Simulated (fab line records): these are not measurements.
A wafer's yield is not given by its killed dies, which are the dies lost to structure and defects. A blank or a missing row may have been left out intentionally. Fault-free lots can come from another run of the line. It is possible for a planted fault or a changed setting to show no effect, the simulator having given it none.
Chamber matching :: flow n5 finfet :: N5_BEOL_M0_ETCH_128 on rie diel-04: 4 sister chambers
The step etches SiCN in CF4/N2, target depth 12 nm, overetch 5.1 nm, time 21.4 s. 20 wafers are shown with their chamber, then 10 later ones without.

== EACH WAFER AND ITS CHAMBER ==
wafer: L076.3
chamber: 3
throttle valve pct (%): 15.49
showerhead plenum p Torr (Torr): 2.26
oes product au (a.u.): 0.47

wafer: L076.5
chamber: 0
throttle valve pct (%): 15.27
showerhead plenum p Torr (Torr): 2.25
oes product au (a.u.): 0.62

wafer: L076.6
chamber: 3
throttle valve pct (%): 15.50
showerhead plenum p Torr (Torr): 2.26
oes product au (a.u.): 0.47

wafer: L077.2
chamber: 3
throttle valve pct (%): 15.50
showerhead plenum p Torr (Torr): 2.26
oes product au (a.u.): 0.48

wafer: L077.3
chamber: 1
throttle valve pct (%): 15.00
showerhead plenum p Torr (Torr): 2.25
oes product au (a.u.): 0.61

wafer: L077.4
chamber: 0
throttle valve pct (%): 15.27
showerhead plenum p Torr (Torr): 2.25
oes product au (a.u.): 0.62

wafer: L081.3
chamber: 0
throttle valve pct (%): 15.29
showerhead plenum p Torr (Torr): 2.24
oes product au (a.u.): 0.60

wafer: L081.5
chamber: 2
throttle valve pct (%): 15.54
showerhead plenum p Torr (Torr): 2.23
oes product au (a.u.): 0.57

wafer: L081.6
chamber: 1
throttle valve pct (%): 15.02
showerhead plenum p Torr (Torr): 2.25
oes product au (a.u.): 0.60

wafer: L082.1
chamber: 3
throttle valve pct (%): 15.02
showerhead plenum p Torr (Torr): 2.25
oes product au (a.u.): 0.66

wafer: L082.4
chamber: 0
throttle valve pct (%): 15.30
showerhead plenum p Torr (Torr): 2.24
oes product au (a.u.): 0.59

wafer: L082.6
chamber: 2
throttle valve pct (%): 15.56
showerhead plenum p Torr (Torr): 2.23
oes product au (a.u.): 0.56

wafer: L088.2
chamber: 0
throttle valve pct (%): 15.30
showerhead plenum p Torr (Torr): 2.24
oes product au (a.u.): 0.58

wafer: L088.5
chamber: 2
throttle valve pct (%): 15.57
showerhead plenum p Torr (Torr): 2.22
oes product au (a.u.): 0.55

wafer: L088.6
chamber: 3
throttle valve pct (%): 15.02
showerhead plenum p Torr (Torr): 2.25
oes product au (a.u.): 0.63

wafer: L091.1
chamber: 1
throttle valve pct (%): 15.05
showerhead plenum p Torr (Torr): 2.24
oes product au (a.u.): 0.59

wafer: L091.2
chamber: 3
throttle valve pct (%): 15.05
showerhead plenum p Torr (Torr): 2.25
oes product au (a.u.): 0.63

wafer: L091.3
chamber: 0
throttle valve pct (%): 15.32
showerhead plenum p Torr (Torr): 2.24
oes product au (a.u.): 0.59

wafer: L092.2
chamber: 1
throttle valve pct (%): 15.06
showerhead plenum p Torr (Torr): 2.24
oes product au (a.u.): 0.57

wafer: L092.4
chamber: 3
throttle valve pct (%): 15.03
showerhead plenum p Torr (Torr): 2.25
oes product au (a.u.): 0.61

SIGNATURES (means of the wafers above)
reading: throttle valve pct
chamber 0: 15.2917
chamber 1: 15.0325
chamber 2: 15.5567
chamber 3: 15.2300
scatter within a chamber: 0.154

reading: showerhead plenum p Torr
chamber 0: 2.2433
chamber 1: 2.2450
chamber 2: 2.2267
chamber 3: 2.2543
scatter within a chamber: 0.00543

reading: oes product au
chamber 0: 0.6000
chamber 1: 0.5925
chamber 2: 0.5600
chamber 3: 0.5643
scatter within a chamber: 0.0543
Rule: a wafer lies at a distance from a chamber equal to the root of the sum of squares, over the readings, of (its reading less the chamber's mean, divided by the reading's scatter). The wafer belongs to the nearest chamber; if the next one is less than 2 further off, it can't be placed. The scatter: take each reading less its chamber's mean, square it, sum over the shown wafers, divide by the number of wafers less the number of chambers, and take the root.

== WAFERS WITHOUT THEIR CHAMBER ==
wafer: L092.5
throttle valve pct (%): 15.05
showerhead plenum p Torr (Torr): 2.25
oes product au (a.u.): 0.62

wafer: L093.1
throttle valve pct (%): 15.06
showerhead plenum p Torr (Torr): 2.24
oes product au (a.u.): 0.56

wafer: L093.5
throttle valve pct (%): 15.04
showerhead plenum p Torr (Torr): 2.25
oes product au (a.u.): 0.62

wafer: L093.6
throttle valve pct (%): 15.58
showerhead plenum p Torr (Torr): 2.22
oes product au (a.u.): 0.54

wafer: L095.2
throttle valve pct (%): 15.06
showerhead plenum p Torr (Torr): 2.25
oes product au (a.u.): 0.60

wafer: L095.4
throttle valve pct (%): 15.34
showerhead plenum p Torr (Torr): 2.23
oes product au (a.u.): 0.58

wafer: L095.5
throttle valve pct (%): 15.07
showerhead plenum p Torr (Torr): 2.24
oes product au (a.u.): 0.57

wafer: L096.1
throttle valve pct (%): 15.61
showerhead plenum p Torr (Torr): 2.22
oes product au (a.u.): 0.53

wafer: L096.3
throttle valve pct (%): 15.07
showerhead plenum p Torr (Torr): 2.23
oes product au (a.u.): 0.56

wafer: L096.6
throttle valve pct (%): 15.07
showerhead plenum p Torr (Torr): 2.24
oes product au (a.u.): 0.56

== WHICH CHAMBER EACH ONE RAN IN ==
wafer: L092.5
from the rows above: can't be placed: 1 or 3 or 0
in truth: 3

wafer: L093.1
from the rows above: can't be placed: 1 or 0 or 3
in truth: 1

wafer: L093.5
from the rows above: can't be placed: 1 or 3 or 0
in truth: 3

wafer: L093.6
from the rows above: 2
in truth: 2

wafer: L095.2
from the rows above: can't be placed: 1 or 3 or 0
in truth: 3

wafer: L095.4
from the rows above: can't be placed: 2 or 0 or 1
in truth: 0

wafer: L095.5
from the rows above: can't be placed: 1 or 0 or 3
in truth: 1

wafer: L096.1
from the rows above: 2
in truth: 2

wafer: L096.3
from the rows above: can't be placed: 1 or 0 or 2 or 3
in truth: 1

wafer: L096.6
from the rows above: can't be placed: 1 or 0 or 3
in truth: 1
2 of 10 placed correctly. Cannot be placed on the basis of these rows: 8; the candidates contain the true chamber in 8. 0 placed wrongly.
